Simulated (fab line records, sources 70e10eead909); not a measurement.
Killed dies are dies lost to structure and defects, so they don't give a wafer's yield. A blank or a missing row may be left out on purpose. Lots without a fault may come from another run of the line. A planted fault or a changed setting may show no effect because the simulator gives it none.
Problem report in the 8D (eight disciplines) form, filled by code | flow nand_harc | the parts of the form that need people (team, actions taken, sign-off) are left out

1. THE PROBLEM
rf_fwd_power_W at NHARC_A_WL_FILL_ETCHBACK_16 reads a mean of 688 W on 1 wafer of 1 lot; wafers without a fault read 589 W with a standard deviation of 3.1. That is +32 standard deviations from the usual mean.
The step: etches the open film in C4F8/O2/Ar, target depth 120 nm, time 24 s.
First seen on wafer L727.3, day 26 11:56, on rie_diel-03. The record holds 39 wafers of 13 lots with a number at this step. Rule for "out", or "out of limits": more than 4 standard deviations from the usual mean. The other wafers with a number count as sound.

2. WHAT IT IS AND WHAT IT IS NOT
question                    | is                | is not
which readings at this step | rf_fwd_power_W    | rf_vpp_V
which lots                  | L727              | L713, L714, L715, L718, L720, L721, L722, L723, L728, L730, L734, L735
which wafers of those lots  | L727.3            | L727.5, L727.6
read on which tools         | rie_diel-03       | rie_diel-04, rie_diel-06
when                        | from day 26 11:56 | up to then (29 sound wafers); but 9 sound wafers of L730, L734, L735 came after

3. SUSPECTS, AND WHAT RULES EACH OUT
Counting: a tool at a process step up to the reading stays a suspect if it ran every lot that is out. Sound lots after the first of them don't rule it out here, since some wafers of a struck lot are sound.
- rie_diel-03 at NHARC_A_WL_FILL_ETCHBACK_16 (etches the open film in C4F8/O2/Ar, target depth 120 nm, time 24 s): kept. It ran the lot that is out, L727 (day 26 11:56); its last sound lot up to then is L723 (day 24 17:46). Its own readings are out on those wafers: rf_fwd_power_W.
- Within rie_diel-03 at NHARC_A_WL_FILL_ETCHBACK_16: the wafers that are out ran in chamber 0; their sound lot-mates ran in chambers 1, 2.
Left after counting: rie_diel-03 at NHARC_A_WL_FILL_ETCHBACK_16.

4. THE CAUSE (what the simulator had put in)
Process parameter drift: rie_diel-03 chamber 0, from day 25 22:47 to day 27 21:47, at NHARC_A_WL_FILL_ETCHBACK_16. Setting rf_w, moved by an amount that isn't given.
Counting left only this tool.

5. THE CHAIN OF EFFECTS, in route order
Each row: a reading whose mean over the struck wafers that have a number lies more than 3 standard deviations from the usual. Only readings for which the record gives a usual standard deviation are gone through. hours: the time from each lot's start at the first step in this table that gives one to its start at this step, as a median over the lots. sigmas: the change in usual standard deviations.
hours | step                        | reading        | usual     | on struck wafers | change | sigmas
0     | NHARC_A_WL_FILL_ETCHBACK_16 | oes_product_au | 0.97 a.u. | 1.10             | +0.13  | +3.7
0     | NHARC_A_WL_FILL_ETCHBACK_16 | rf_fwd_power_W | 589 W     | 688              | +99    | +32
The process steps in it:
- NHARC_A_WL_FILL_ETCHBACK_16: etches the open film in C4F8/O2/Ar, target depth 120 nm, time 24 s.
Later measuring or inspecting steps at which every struck wafer that the step has a row for has a number for every such reading, and none has moved that far: NHARC_A_WL_FILL_INSPECT_15.

6. WHAT WOULD HAVE CAUGHT IT SOONER
In this record the first reading out of limits was taken at day 26 11:56, 13 hours after the fault began at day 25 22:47.
